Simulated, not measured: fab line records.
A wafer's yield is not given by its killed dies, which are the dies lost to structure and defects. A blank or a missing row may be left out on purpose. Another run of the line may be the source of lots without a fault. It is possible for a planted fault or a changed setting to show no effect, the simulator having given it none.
fab line records | flow n5_finfet | part 2 of 2: steps 8 to 8 of 8
record: lots: 9 | wafers: 27 | last_day: 17
route steps=1938 shown BEOL_M0_SAQP@653 BEOL_M0_CUTY@710 BEOL_M4@1111 PASSIVATION@1936
lots that met no fault: taken from a fault-free run of the same line
start_h: start of the lot's first displayed wafer, in hours after the record's first day | wait_h: hours from the lot's prior step to this one | " same as the row above | L1.1+2: a single row standing in for several wafers | - no value present, or no start provided | * or withheld: withheld | < > ~ a bound
route shown NAME@n: NAME is a module with steps in the file, n the number in the route of the first one | usual: mean/standard deviation of fault-free wafers | same: alike in all rows | chamber/n: place in a boat | sites: the reading at each site | _std_site: the standard deviation of these | _edge_site: the outer-site mean with the inner-site mean subtracted | radius_mm: how far each site lies from the wafer's centre | mask NAME#n: copy n | behind: tool/chamber where the wafer was last shaped | hold: why the lot went on hold/how many hours it stayed there/how the hold came to an end | device: transistor that didn't switch, given as n, p or np | end of line: tests of these same wafers at the route's end | for a step that has no rows: nothing shown but its recipe | killed: not the wafer's yield, but the dies lost to structure and defects at the first sort | map: the dies of a wafer, with x for killed, . for not killed, _ for no die there
set.NAME: setting as actually run; set.NAME@STEP: the setting as run at that earlier step | model.NAME: the simulator's own value behind a step, which no gauge read
the route's steps for a sample of lots (tables are steps, rows are wafers)
services: when a tool's chamber went out of use (start_h, in hours from the record's first day, below 0 if earlier), for how many hours, and the reason
== steps ==
step: N5_PASSIVATION_PROBE_49
usual: defect_limited_yield: 91.5/1.7 | killed_at_M0_to_M3: 33/11 | killed_at_M4_up: 13/5.2 | killed_at_contacts: 11/5.7 | killed_at_front_end: 39/11 | killed_at_other: 4/3 | killed_dies: 101/20 | killed_open: 66/15 | killed_short: 33/8.4 | sort_bin_4_leakage: 0.01/0.073 | sort_bin_5_function: 5.0/1.1 | sort_bin_6_memory: 3.2/0.69 | sort_n_pass: 1078/20 | sort_yield_pct: 91.4/1.7
same: gross_dies: 1180 | killed_at_back_side: 0 | sort_bin_8_speed[%]: 0
lot.wafer | tool      | chamber | start_h | wait_h | defect_limited_yield[%] | killed_at_M0_to_M3 | killed_at_M4_up | killed_at_contacts | killed_at_front_end | killed_at_other | killed_dies | killed_open | killed_short | sort_bin_4_leakage[%] | sort_bin_5_function[%] | sort_bin_6_memory[%] | sort_n_pass | sort_yield_pct[%]
L787.2    | prober-02 | -       | 288.10  | 0.1    | 92.0                    | 31                 | 23              | 7                  | 32                  | 1               | 94          | 63          | 28           | 0                     | 5.3                    | 2.1                  | 1086        | 92.0
L787.4    | prober-02 | -       | 288.20  | 0.2    | 91.2                    | 38                 | 14              | 4                  | 43                  | 5               | 104         | 67          | 34           | 0                     | 5.4                    | 3.1                  | 1076        | 91.2
L787.5    | prober-02 | -       | 288.25  | 0.2    | 92.3                    | 38                 | 12              | 4                  | 37                  | 0               | 91          | 59          | 30           | 0                     | 4.3                    | 3.2                  | 1089        | 92.3
L790.2    | prober-01 | -       | 308.13  | 0.1    | 91.4                    | 26                 | 19              | 13                 | 35                  | 9               | 102         | 67          | 35           | 0                     | 5.0                    | 3.6                  | 1078        | 91.4
L790.3    | prober-01 | -       | 308.18  | 0.1    | 92.5                    | 28                 | 7               | 11                 | 31                  | 12              | 89          | 38          | 49           | 0                     | 4.1                    | 3.1                  | 1091        | 92.5
L790.4    | prober-01 | -       | 308.23  | 0.2    | 90.9                    | 23                 | 15              | 19                 | 41                  | 9               | 107         | 65          | 39           | 0                     | 5.0                    | 3.5                  | 1073        | 90.9
L794.2    | prober-01 | -       | 315.66  | 0.1    | 90.3                    | 58                 | 17              | 7                  | 26                  | 6               | 114         | 76          | 35           | 0                     | 5.6                    | 3.8                  | 1066        | 90.3
L794.3    | prober-01 | -       | 315.71  | 0.1    | 91.9                    | 41                 | 11              | 9                  | 32                  | 2               | 95          | 62          | 31           | 0                     | 5.3                    | 2.5                  | 1085        | 91.9
L794.5    | prober-01 | -       | 315.81  | 0.2    | 91.0                    | 50                 | 11              | 13                 | 23                  | 9               | 106         | 60          | 45           | 0                     | 5.0                    | 3.5                  | 1074        | 91.0
L792.3    | prober-01 | -       | 320.07  | 0.1    | 89.6                    | 41                 | 15              | 10                 | 57                  | 0               | 123         | 76          | 44           | 0                     | 5.7                    | 4.4                  | 1057        | 89.6
L792.4    | prober-01 | -       | 320.12  | 0.2    | 90.4                    | 23                 | 31              | 16                 | 41                  | 2               | 113         | 81          | 31           | 0.08                  | 5.6                    | 3.7                  | 1066        | 90.3
L792.6    | prober-01 | -       | 320.22  | 0.3    | 93.0                    | 32                 | 15              | 19                 | 15                  | 2               | 83          | 53          | 25           | 0                     | 3.6                    | 3.0                  | 1097        | 93.0
L795.2    | prober-02 | -       | 331.77  | 0.1    | 86.8                    | 117                | 3               | 10                 | 25                  | 1               | 156         | 40          | 15           | 0                     | 9.7                    | 2.5                  | 1024        | 86.8
L795.5    | prober-02 | -       | 331.92  | 0.2    | 86.3                    | 115                | 9               | 6                  | 30                  | 2               | 162         | 52          | 19           | 0                     | 8.6                    | 3.6                  | 1018        | 86.3
L795.6    | prober-02 | -       | 331.97  | 0.3    | 85.0                    | 135                | 11              | 13                 | 18                  | 0               | 177         | 51          | 16           | 0                     | 9.7                    | 4.0                  | 1003        | 85.0
L798.1    | prober-01 | -       | 342.43  | 0.0    | 81.3                    | 142                | 5               | 8                  | 58                  | 8               | 221         | 71          | 48           | 0                     | 12.2                   | 5.1                  | 959         | 81.3
L798.2    | prober-01 | -       | 342.48  | 0.1    | 80.5                    | 152                | 15              | 8                  | 54                  | 1               | 230         | 82          | 40           | 0                     | 11.8                   | 5.0                  | 950         | 80.5
L798.6    | prober-01 | -       | 342.68  | 0.3    | 81.4                    | 123                | 21              | 11                 | 61                  | 4               | 220         | 72          | 43           | 0                     | 12.5                   | 4.4                  | 960         | 81.4
L807.2    | prober-01 | -       | 386.72  | 0.1    | 91.6                    | 25                 | 16              | 8                  | 45                  | 5               | 99          | 69          | 29           | 0                     | 4.2                    | 4.0                  | 1081        | 91.6
L807.5    | prober-01 | -       | 386.87  | 0.2    | 92.5                    | 33                 | 7               | 11                 | 31                  | 7               | 89          | 51          | 36           | 0                     | 4.2                    | 2.9                  | 1091        | 92.5
L807.6    | prober-01 | -       | 386.92  | 0.3    | 92.1                    | 36                 | 6               | 20                 | 26                  | 5               | 93          | 64          | 28           | 0                     | 4.3                    | 3.3                  | 1087        | 92.1
L806.1    | prober-01 | -       | 396.33  | 0.0    | 89.8                    | 43                 | 11              | 11                 | 54                  | 1               | 120         | 85          | 32           | 0                     | 6.4                    | 3.6                  | 1060        | 89.8
L806.4    | prober-01 | -       | 396.48  | 0.2    | 90.8                    | 31                 | 15              | 16                 | 43                  | 3               | 108         | 60          | 45           | 0                     | 4.8                    | 3.9                  | 1072        | 90.8
L806.5    | prober-01 | -       | 396.53  | 0.2    | 89.3                    | 35                 | 15              | 17                 | 58                  | 1               | 126         | 90          | 30           | 0                     | 6.2                    | 4.2                  | 1054        | 89.3
L808.1    | prober-02 | -       | 410.60  | 0.0    | 90.2                    | 24                 | 13              | 9                  | 55                  | 15              | 116         | 71          | 41           | 0                     | 6.1                    | 3.2                  | 1064        | 90.2
L808.3    | prober-02 | -       | 410.70  | 0.1    | 90.9                    | 36                 | 12              | 19                 | 38                  | 2               | 107         | 68          | 37           | 0.85                  | 5.3                    | 3.6                  | 1063        | 90.1
L808.4    | prober-02 | -       | 410.75  | 0.2    | 88.8                    | 47                 | 13              | 18                 | 49                  | 5               | 132         | 90          | 36           | 0                     | 7.4                    | 3.3                  | 1048        | 88.8
killed by level:class
L787.2 BEOL_M1:geometric_particle:open=11 BEOL_M4:geometric_particle:open=10 FIN_SAQP:geometric_particle:short=7 MOL_CONTACT_COAG:geometric_particle:open=6 STI_FIN_REVEAL:geometric_particle:open=6 FIN_SAQP:geometric_particle:open=4 BEOL_M2:geometric_particle:open=4 BEOL_M3:geometric_particle:open=4
L787.4 BEOL_M1:geometric_particle:open=14 STI_FIN_REVEAL:geometric_particle:open=12 BEOL_M0_SAQP:geometric_particle:open=8 FIN_SAQP:geometric_particle:short=6 BEOL_M0_SAQP:geometric_particle:short=6 DUMMY_GATE:geometric_particle:open=5 STI_FIN_REVEAL:geometric_particle:short=4 BEOL_M4:geometric_particle:open=4
L787.5 STI_FIN_REVEAL:geometric_particle:open=13 BEOL_M1:geometric_particle:open=9 BEOL_M0_SAQP:geometric_particle:open=7 FIN_SAQP:geometric_particle:open=6 FIN_SAQP:geometric_particle:short=6 BEOL_M2:geometric_particle:short=6 BEOL_M3:geometric_particle:open=5 MOL_CONTACT_COAG:geometric_particle:open=4
L790.2 BEOL_M0_SAQP:geometric_particle:short=13 MOL_CONTACT_COAG:geometric_particle:open=12 STI_FIN_REVEAL:geometric_particle:open=11 BEOL_M4:geometric_particle:open=8 BEOL_M2:geometric_particle:open=6 DUMMY_GATE:geometric_particle:open=5 ILD0:geometric_particle:open=4 BEOL_M4:geometric_particle:short=4
L790.3 FIN_SAQP:geometric_particle:short=11 MOL_CONTACT_COAG:geometric_particle:open=6 BEOL_M0_SAQP:geometric_particle:short=6 PASS1_CAP:geometric_particle:short=6 BEOL_M0_SAQP:geometric_particle:open=5 FIN_SAQP:geometric_particle:open=4 GATE_CUT:geometric_particle:short=4 MOL_CONTACT_COAG:geometric_particle:short=4
L790.4 MOL_CONTACT_COAG:geometric_particle:open=13 FIN_SAQP:geometric_particle:short=11 BEOL_M3:geometric_particle:open=9 FIN_SAQP:geometric_particle:open=7 BEOL_M4:geometric_particle:open=7 ILD0:geometric_particle:open=5 MOL_CONTACT_COAG:geometric_particle:short=4 BEOL_M0_SAQP:geometric_particle:open=4
L794.2 BEOL_M3:geometric_particle:open=14 BEOL_M0_SAQP:geometric_particle:short=11 BEOL_M2:geometric_particle:open=10 BEOL_M0_SAQP:geometric_particle:open=9 BEOL_M4:geometric_particle:open=6 MOL_CONTACT_COAG:geometric_particle:open=6 BEOL_M1:geometric_particle:open=6 GATE_CUT:geometric_particle:short=4
L794.3 BEOL_M0_SAQP:geometric_particle:short=13 BEOL_M2:geometric_particle:open=13 FIN_SAQP:geometric_particle:short=8 GATE_CUT:geometric_particle:open=8 MOL_CONTACT_COAG:geometric_particle:open=8 BEOL_M1:geometric_particle:open=6 BEOL_M4:geometric_particle:open=4 STARTING-WAFER:geometric_particle:open=4
L794.5 BEOL_M3:geometric_particle:short=12 BEOL_M3:geometric_particle:open=11 MOL_CONTACT_COAG:geometric_particle:open=10 BEOL_M0_SAQP:geometric_particle:short=10 BEOL_M0_SAQP:geometric_particle:open=5 BEOL_M1:geometric_particle:open=5 STI_FIN_REVEAL:geometric_particle:open=4 GATE_CUT:geometric_particle:open=4
L792.3 FIN_SAQP:geometric_particle:open=13 STI_FIN_REVEAL:geometric_particle:open=13 BEOL_M0_SAQP:geometric_particle:short=12 BEOL_M0_SAQP:geometric_particle:open=11 FIN_SAQP:geometric_particle:short=10 GATE_CUT:geometric_particle:short=9 BEOL_M4:geometric_particle:open=8 MOL_CONTACT_COAG:geometric_particle:open=7
L792.4 MOL_CONTACT_COAG:geometric_particle:open=15 BEOL_M4:geometric_particle:open=13 FIN_SAQP:geometric_particle:open=12 BEOL_M4:geometric_particle:short=7 DUMMY_GATE:geometric_particle:open=6 BEOL_M0_SAQP:geometric_particle:open=6 GATE_CUT:geometric_particle:open=5 BEOL_M0_SAQP:geometric_particle:short=5
L792.6 MOL_CONTACT_COAG:geometric_particle:open=16 BEOL_M3:geometric_particle:open=9 BEOL_M1:geometric_particle:open=5 BEOL_M1:geometric_particle:short=5 STI_FIN_REVEAL:geometric_particle:open=4 BEOL_M0_SAQP:geometric_particle:short=4 BEOL_M4:geometric_particle:open=4 GATE_CUT:geometric_particle:short=3
L795.2 BEOL_M0_SAQP:unspecified=99 MOL_CONTACT_COAG:geometric_particle:open=9 DUMMY_GATE:geometric_particle:open=6 FIN_SAQP:geometric_particle:open=4 BEOL_M0_SAQP:geometric_particle:open=4 BEOL_M2:geometric_particle:open=4 STI_FIN_REVEAL:geometric_particle:open=3 BEOL_M0:geometric_particle:open=3
L795.5 BEOL_M0_SAQP:unspecified=88 BEOL_M3:geometric_particle:open=8 DUMMY_GATE:geometric_particle:open=7 STI_FIN_REVEAL:geometric_particle:open=5 BEOL_M1:geometric_particle:open=5 BEOL_M0_SAQP:geometric_particle:open=4 FIN_SAQP:geometric_particle:open=3 FIN_SAQP:geometric_particle:short=3
L795.6 BEOL_M0_SAQP:unspecified=107 BEOL_M3:geometric_particle:open=12 MOL_CONTACT_COAG:geometric_particle:open=10 BEOL_M2:geometric_particle:open=5 DUMMY_GATE:geometric_particle:open=4 MOL_CONTACT_COAG:geometric_particle:short=3 BEOL_M4:geometric_particle:open=3 BEOL_M8:geometric_particle:open=3
L798.1 BEOL_M0_SAQP:unspecified=101 STI_FIN_REVEAL:geometric_particle:open=26 FIN_SAQP:geometric_particle:short=11 BEOL_M0_SAQP:geometric_particle:short=7 BEOL_M3:geometric_particle:open=7 BEOL_M1:geometric_particle:short=7 MOL_CONTACT_COAG:geometric_particle:open=6 BEOL_M2:geometric_particle:open=6
L798.2 BEOL_M0_SAQP:unspecified=108 FIN_SAQP:geometric_particle:short=16 STI_FIN_REVEAL:geometric_particle:open=14 FIN_SAQP:geometric_particle:open=12 BEOL_M0_SAQP:geometric_particle:open=12 BEOL_M3:geometric_particle:open=11 BEOL_M0_SAQP:geometric_particle:short=8 MOL_CONTACT_COAG:geometric_particle:open=6
L798.6 BEOL_M0_SAQP:unspecified=103 STI_FIN_REVEAL:geometric_particle:open=25 FIN_SAQP:geometric_particle:short=14 BEOL_M0_SAQP:geometric_particle:short=11 MOL_CONTACT_COAG:geometric_particle:open=10 FIN_SAQP:geometric_particle:open=9 BEOL_M4:geometric_particle:open=9 BEOL_M3:geometric_particle:open=5
L807.2 BEOL_M3:geometric_particle:open=9 STI_FIN_REVEAL:geometric_particle:open=8 GATE_CUT:geometric_particle:short=8 FIN_SAQP:geometric_particle:open=7 MOL_CONTACT_COAG:geometric_particle:open=7 GATE_CUT:geometric_particle:open=6 FIN_SAQP:geometric_particle:short=5 BEOL_M4:geometric_particle:open=5
L807.5 BEOL_M0_SAQP:geometric_particle:short=9 BEOL_M3:geometric_particle:open=9 FIN_SAQP:geometric_particle:open=8 GATE_CUT:geometric_particle:short=8 MOL_CONTACT_COAG:geometric_particle:open=7 FIN_SAQP:geometric_particle:short=5 BEOL_M0_SAQP:geometric_particle:open=5 BEOL_M2:geometric_particle:open=5
L807.6 MOL_CONTACT_COAG:geometric_particle:open=16 BEOL_M3:geometric_particle:open=12 BEOL_M3:geometric_particle:short=7 BEOL_M2:geometric_particle:open=6 BEOL_M0_SAQP:geometric_particle:open=6 FIN_SAQP:geometric_particle:open=5 STI_FIN_REVEAL:geometric_particle:open=5 FIN_SAQP:geometric_particle:short=4
L806.1 BEOL_M2:geometric_particle:open=22 FIN_SAQP:geometric_particle:open=11 FIN_SAQP:geometric_particle:short=9 MOL_CONTACT_COAG:geometric_particle:open=9 STI_FIN_REVEAL:geometric_particle:open=8 BEOL_M3:geometric_particle:open=7 DUMMY_GATE:geometric_particle:open=6 BEOL_M0_SAQP:geometric_particle:open=5
L806.4 MOL_CONTACT_COAG:geometric_particle:open=12 BEOL_M0_SAQP:geometric_particle:short=10 FIN_SAQP:geometric_particle:open=9 FIN_SAQP:geometric_particle:short=7 STI_FIN_REVEAL:geometric_particle:open=6 SPACER0:geometric_particle:short=6 GATE_CUT:geometric_particle:short=5 BEOL_M4:geometric_particle:open=5
L806.5 STI_FIN_REVEAL:geometric_particle:open=17 MOL_CONTACT_COAG:geometric_particle:open=15 FIN_SAQP:geometric_particle:open=11 BEOL_M2:geometric_particle:open=9 BEOL_M0_SAQP:geometric_particle:open=7 BEOL_M3:geometric_particle:open=6 FIN_SAQP:geometric_particle:short=5 BEOL_M0_SAQP:geometric_particle:short=5
L808.1 STI_FIN_REVEAL:geometric_particle:open=22 FIN_SAQP:geometric_particle:short=7 MOL_CONTACT_COAG:geometric_particle:open=7 BEOL_M4:geometric_particle:open=7 DUMMY_GATE:geometric_particle:open=6 BEOL_M0_SAQP:geometric_particle:short=6 STI_FIN_REVEAL:geometric_particle:short=5 PAD_METAL:geometric_particle:open=4
L808.3 MOL_CONTACT_COAG:geometric_particle:open=16 BEOL_M1:geometric_particle:open=10 BEOL_M0_SAQP:geometric_particle:short=9 STI_FIN_REVEAL:geometric_particle:open=7 FIN_SAQP:geometric_particle:open=6 FIN_SAQP:geometric_particle:short=5 DUMMY_GATE:geometric_particle:open=5 BEOL_M2:geometric_particle:open=4
L808.4 MOL_CONTACT_COAG:geometric_particle:open=17 STI_FIN_REVEAL:geometric_particle:open=15 BEOL_M3:geometric_particle:open=13 BEOL_M2:geometric_particle:open=10 BEOL_M1:geometric_particle:open=6 STI_FIN_REVEAL:geometric_particle:short=5 BEOL_M0_SAQP:geometric_particle:short=5 BEOL_M1:geometric_particle:short=5
== services ==
tool        | chamber | start_h | hours | kind
rie_si-06   | 0       | 116.09  | -     | clean
rie_si-06   | 0       | 116.09  | 36.3  | scheduled_down
rie_si-06   | 0       | 116.09  | 36.3  | vent_cycle
rie_diel-04 | 0       | 124.66  | -     | clean
rie_diel-04 | 0       | 124.66  | -     | consumable_replace:focus_ring
rie_diel-04 | 0       | 124.66  | -     | consumable_replace:showerhead
rie_diel-04 | 0       | 124.66  | 17.3  | scheduled_down
rie_diel-04 | 0       | 124.66  | 17.3  | vent_cycle
rie_diel-02 | 0       | 137.14  | 1.7   | repair
rie_diel-05 | 0       | 139.20  | 12.1  | repair
rie_si-03   | 3       | 155.58  | -     | clean
rie_si-03   | 3       | 155.58  | 19.9  | scheduled_down
rie_si-03   | 3       | 155.58  | 19.9  | vent_cycle
rie_diel-02 | 2       | 167.26  | 2.7   | repair
rie_diel-04 | 3       | 171.42  | 1.6   | repair
rie_diel-04 | 1       | 190.80  | 1.3   | repair
rie_si-02   | -       | 191.63  | 14.6  | pm
rie_diel-02 | 2       | 204.99  | -     | clean
rie_si-06   | 1       | 219.17  | 2.3   | repair
rie_diel-05 | 3       | 222.62  | -     | clean
rie_diel-05 | 3       | 222.62  | -     | consumable_replace:focus_ring
rie_diel-05 | 3       | 222.62  | 24.3  | scheduled_down
rie_diel-05 | 3       | 222.62  | 24.3  | vent_cycle
rie_diel-05 | -       | 229.87  | 0.2   | repair
== key ==
first_sign: step: N5_BEOL_M0_SAQP_INSPECT_42 | reading: raw_defect_count | direction: up | sigmas: 4 | usual: 289 | struck: 588
effect: step: N5_BEOL_M0_CUTY_INSPECT_59 | reading: raw_defect_count | direction: up | sigmas: 99+ | usual: 2.1 | struck: >300
effect: step: N5_PASSIVATION_PROBE_49 | reading: killed_at_M0_to_M3 | direction: up | sigmas: 9.2 | usual: 33 | struck: 131
more_kills_born_at: N5_BEOL_M0_SAQP_ETCH_83@rie_diel-05: 606
met_at N5_BEOL_M0_SAQP_ETCH_83
struck_lots L795,L798
not_acting_at N5_BEOL_M0_SAQP_ETCH_102,N5_BEOL_M0_SAQP_MANDREL_ETCH_103,N5_BEOL_M0_SAQP_CD_MEAS_40
onset_between 152.44 160.90
fault: kind: chamber_particle_source | tool: rie_diel-05 | chamber: - | onset_h: 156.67 | steps: N5_BEOL_M0_SAQP_ETCH_83 | rate_per_visit_cm2: 0.50768 | end_h: 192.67
